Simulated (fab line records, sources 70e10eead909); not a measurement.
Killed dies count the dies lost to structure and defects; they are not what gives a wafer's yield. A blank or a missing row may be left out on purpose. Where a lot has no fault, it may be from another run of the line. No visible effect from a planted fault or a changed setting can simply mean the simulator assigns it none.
Which tool was responsible? :: flow nand-harc :: Sampling: 7 lots, 21 wafers, 4 of 1159 route steps

== WHAT THE GAUGES SHOWED, per wafer ==
NHARC_P_M0_INSPECT_11.
lot: L424
measured: day 6 01:02
on: defect-inspect-02
raw-defect-count: 1 2 1

lot: L425
measured: day 6 16:43
on: defect-inspect-02
raw-defect-count: 7 1 3

lot: L429
measured: day 7 11:41
on: defect-inspect-02
raw-defect-count: 2 1 5

lot: L431
measured: day 8 01:11
on: defect-inspect-01
raw-defect-count: 8 3 4

lot: L440
measured: day 10 01:58
on: defect-inspect-02
raw-defect-count: 4 3 1

lot: L443
measured: day 11 00:08
on: defect-inspect-02
raw-defect-count: 5 2 6

lot: L445
measured: day 11 04:18
on: defect-inspect-02
raw-defect-count: 4 5 2

== TOOL THAT RAN EACH LOT (tool first, then ch and the chambers of the sampled wafers, then the start) ==
lot: L424
NHARC_P_CONTACT_DEP_30: pecvd-04 ch 0,2, day 5 15:02
NHARC_P_CONTACT_DEGAS_38: pvd-sputter-01, day 5 18:19
NHARC_P_M0_DEP_00: pecvd-04 ch 1,2, day 6 00:14

lot: L425
NHARC_P_CONTACT_DEP_30: pecvd-02 ch 1,2, day 6 10:53
NHARC_P_CONTACT_DEGAS_38: pvd-sputter-02, day 6 14:13
NHARC_P_M0_DEP_00: pecvd-04 ch 0,1,2, day 6 15:52

lot: L429
NHARC_P_CONTACT_DEP_30: pecvd-02 ch 0,1, day 7 05:10
NHARC_P_CONTACT_DEGAS_38: pvd-sputter-02, day 7 08:31
NHARC_P_M0_DEP_00: pecvd-01 ch 0,2, day 7 10:19

lot: L431
NHARC_P_CONTACT_DEP_30: pecvd-04 ch 0,1,2, day 7 11:55
NHARC_P_CONTACT_DEGAS_38: pvd-sputter-02, day 7 15:07
NHARC_P_M0_DEP_00: pecvd-04 ch 0,1,2, day 7 23:34

lot: L440
NHARC_P_CONTACT_DEP_30: pecvd-02 ch 0,2, day 9 18:56
NHARC_P_CONTACT_DEGAS_38: pvd-sputter-03, day 9 22:22
NHARC_P_M0_DEP_00: pecvd-04 ch 0,1,2, day 10 01:08

lot: L443
NHARC_P_CONTACT_DEP_30: pecvd-02 ch 0,2, day 10 13:13
NHARC_P_CONTACT_DEGAS_38: pvd-sputter-03, day 10 16:34
NHARC_P_M0_DEP_00: pecvd-02 ch 0,1, day 10 23:18

lot: L445
NHARC_P_CONTACT_DEP_30: pecvd-03 ch 1,2, day 10 22:25
NHARC_P_CONTACT_DEGAS_38: pvd-sputter-02, day 11 01:44
NHARC_P_M0_DEP_00: pecvd-04 ch 0,1,2, day 11 03:31
- NHARC_P_CONTACT_DEP_30: deposits SiNx, target thk 30 nm.
- NHARC_P_CONTACT_DEGAS_38: time 60 s.
- NHARC_P_M0_DEP_00: deposits SiOC, target thk 150 nm.

== THE ANSWER, worked out from the rows above alone ==
Rule: the lots themselves supply what counts as usual. Put in order of their means at a reading, lots are off if they are a third of the lots or fewer, leave a main group of 4 or more, and stand apart from it by a gap of 3 or more times the standard deviation of the main group's means; of several such gaps the widest counts. A main group is skipped when, at the precision printed for the reading in the tables above, its means are all equal. Also off: a lot with no number at a reading for which 4 or more lots have one. Any other lot the step has rows for is counted as sound.
Across all readings shown, no lot is off: no conclusion can be drawn from this.

== WHAT HAD BEEN PUT IN BY THE SIMULATOR ==
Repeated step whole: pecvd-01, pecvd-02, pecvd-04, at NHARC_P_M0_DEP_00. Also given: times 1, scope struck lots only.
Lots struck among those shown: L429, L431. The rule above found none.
